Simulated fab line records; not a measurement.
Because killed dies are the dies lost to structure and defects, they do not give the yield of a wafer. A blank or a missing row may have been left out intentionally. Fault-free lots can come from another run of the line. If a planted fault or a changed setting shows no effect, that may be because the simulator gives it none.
Comparing a struck lot with a sound one    flow n5-finfet    37 out of 1938 route steps
Sound: wafers L743.2, L743.4, L743.6. Struck: wafer L737.2. Last of all comes the cause.
Each step with rows lists, per side, the tool, then ch with its chambers, then its first start. Under that, the readings that differ: sound wafers    struck wafers    difference of the means    sigmas: that difference in standard deviations of wafers without a fault.
alike: readings whose means differ by less than 2 such deviations, and words and numbers that are the same on both sides. not compared: withheld readings, readings that some wafer has no value for, bounds like >300 that may hide the same value, and numbers for which the record gives no deviation and whose values overlap.
Wherever a step has rows on one side only, a row that says differs or no value, or a row with sigmas, the two part there. Numbers that have no deviation but don't overlap get no sigmas and don't part them. A reading that every wafer of one side lacks parts them only if that side has two wafers or more.

first, 9 steps without rows for these wafers: N5_BEOL_M8_DESCUM_33 (chemistry O2, time 7 s); N5_BEOL_M8_ETCH_72 (etches underlayer in N2/H2, target depth 6.5 nm, time 5.2 s); N5_BEOL_M8_ETCH_65 (etches SiARC in CF4, target depth 15.6 nm, time 26 s); N5_BEOL_M8_ETCH_66 (etches SOC in N2/H2, target depth 80 nm, overetch 16 nm, time 120 s); N5_BEOL_M8_STRIP_69 (strips in N2/H2); N5_BEOL_M8_STRIP_73 (strips in N2/H2); N5_BEOL_M8_VIA_ETCH_34 (etches SiCOH lowk in C4F6/O2, target depth 125.5 nm, time 50.5 s); N5_BEOL_M8_STRIP_76 (strips in C4F6/O2); N5_BEOL_M8_STRIP_36 (strips in N2/H2).
N5_BEOL_M8_TRENCH_ETCH_37: etches SiCOH lowk in C4F6/O2, target depth 93.478 nm, time 31.2 s.
  sound on rie-diel-04 ch 0,1,3, day 14 21:24; struck on rie-diel-02 ch 0, day 13 09:44
reading                                     sound            struck  difference  sigmas
run-length-s (s)                            54.3 54.8 54.9   61.2    +6.5        +13
model.BEOL_M8.feature-depth-nm (nm)         93.2 96 95.2     115     +20         
model.etch.depth-nm (nm)                    93.17 95.9 95.2  115.1   +20.3       
model.TiN_of_BEOL_M8_HM_DEP_02.thk-nm (nm)  17.8 18 17.6     16.6    -1.2        
  alike: chamber-pressure-mTorr, drypump-motor-current-A, oes-product-au, rf-vpp-V, showerhead-plenum-p-Torr, throttle-valve-pct
  not compared: rf-hours-counter-h
then, 2 steps without rows for these wafers: N5_BEOL_M8_ETCH_41 (etches SiCN in CH3F/O2, target depth 31.9 nm, time 57.8 s); N5_BEOL_M8_STRIP_80 (strips in N2/H2, time 10 s).
N5_BEOL_M8_OCD_MEAS_38:
  sound on ocd-02, day 14 21:34; struck on ocd-02, day 13 09:53
reading               sound           struck  difference  sigmas
trench-depth-nm (nm)  93.0 96.3 95.5  114.7   +19.8       +15
then, 13 steps without rows for these wafers: N5_BEOL_M8_HM_STRIP_39 (strips TiN in peroxide tin strip, target depth 25 nm, time 158 s); N5_BEOL_M8_SRD_40 (time 30 s); N5_BEOL_M8_PRECLEAN_42 (cleans in residue remover, time 60 s); N5_BEOL_M8_SRD_43 (time 30 s); N5_BEOL_M8_CURE_75 (cures SiCOH lowk, time 120 s); N5_BEOL_M8_DEGAS_44 (time 60 s); N5_BEOL_M8_PRE_CLEAN_45 (time 30 s); N5_BEOL_M8_ALD_77 (deposits TaN, target thk 2 nm, pulse time 2 s, purge time 3 s); N5_BEOL_M8_SURFACE_TREAT_79; N5_BEOL_M8_CVD_78 (deposits Co from CCTBA/H2, target thk 2 nm, time 142.3 s); N5_BEOL_M8_SPUTTER_48 (material Cu, target thk 10 nm, time 1.667 s); N5_BEOL_M8_ECD_50 (material Cu, target thk 300 nm); N5_BEOL_M8_ANNEAL_51 (time 90 s).
N5_BEOL_M8_CMP_52: polishes, stops on SiCOH lowk, t overpolish 6.9 s, target thk 80 nm.
  sound on cmp-01 ch 1,2,3, day 15 00:03; struck on cmp-01 ch 3, day 13 12:46
reading                                 sound           struck  difference  sigmas
model.Cu_of_BEOL_M8_ECD_50.thk-nm (nm)  78.6 81.6 82.2  101     +20         
  alike: barrier-field-endpoint-s, clearing-platen-down-force-psi, motor-current-A, overpolish-run-s, time-to-endpoint-s
N5_BEOL_M8_THK_MEAS_53: measures by xrf.
  sound on film-metro-02, day 15 00:19; struck on film-metro-01, day 13 12:57
reading      sound           struck  difference  sigmas
M8_THK (nm)  78.1 81.2 81.7  99.6    +19.3       +11
then, 2 steps without rows for these wafers: N5_BEOL_M8_PRE_CLEAN_55 (time 15 s); N5_BEOL_M8_DEP_56 (deposits SiCN from 3MS/NH3, target thk 10 nm, time 17.5 s).
N5_BEOL_M8_RS_MEAS_57: measures by four-point-probe.
  sound on film-metro-02, day 15 00:26; struck on film-metro-01, day 13 13:05
reading         sound              struck  difference  sigmas
M8_RS (ohm/sq)  0.292 0.280 0.277  0.218   -0.065      -9
then, 5 steps without rows for these wafers: N5_BEOL_M9_ILD_DEP_00 (deposits SiCOH lowk from DEMS/porogen, target thk 308.51 nm, time 58 s); N5_BEOL_M9_CURE_71 (cures SiCOH lowk, time 240 s); N5_BEOL_M9_PECVD_70 (deposits SiO2 from TEOS/O2, target thk 20 nm, time 22.7 s); N5_BEOL_M9_HM_DEP_02 (deposits TiN, target thk 20 nm); N5_BEOL_M9_COAT_59 (time 60 s, resist thk 100 nm).
-- record jumps: 2 days separate the struck wafers' starts on either side; left off in module BEOL_M9, taken up again in module BEOL_M15, whose first shown step is the route's number 1830 --
N5_BEOL_M15_RC_MEAS_101:
  sound on prober-02 ch 0, day 17 05:51; struck on prober-02 ch 0, day 15 20:47
reading                    sound              struck  difference  sigmas
SERP_M12 (ohm/um)          0.626 0.595 0.641  0.649   +0.028      +2
SERP_M14 (ohm/um)          0.160 0.159 0.166  0.153   -0.009      -2
SERP_M8 (ohm/um)           14.1 13.8 13.3     10.6    -3.1        -7
SERP_M8_max_site (ohm/um)  14.4 14.1 14.2     11.6    -2.6        -5
  alike: COMB_M10, COMB_M10_max_site, COMB_M11, COMB_M12, COMB_M13, COMB_M14, COMB_M14_max_site, COMB_M15, COMB_M5, COMB_M5_max_site, COMB_M6, COMB_M7, COMB_M9, SERP_M10, SERP_M11, SERP_M13, SERP_M5, SERP_M6, SERP_M7, SERP_M9

## WHERE THEY PART
Earliest at N5_BEOL_M8_TRENCH_ETCH_37; latest, in this record, at N5_BEOL_M15_RC_MEAS_101.

WHY: what had been put in by the simulator
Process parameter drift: rie-diel-02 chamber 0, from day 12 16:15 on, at N5_BEOL_M8_TRENCH_ETCH_37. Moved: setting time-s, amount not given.
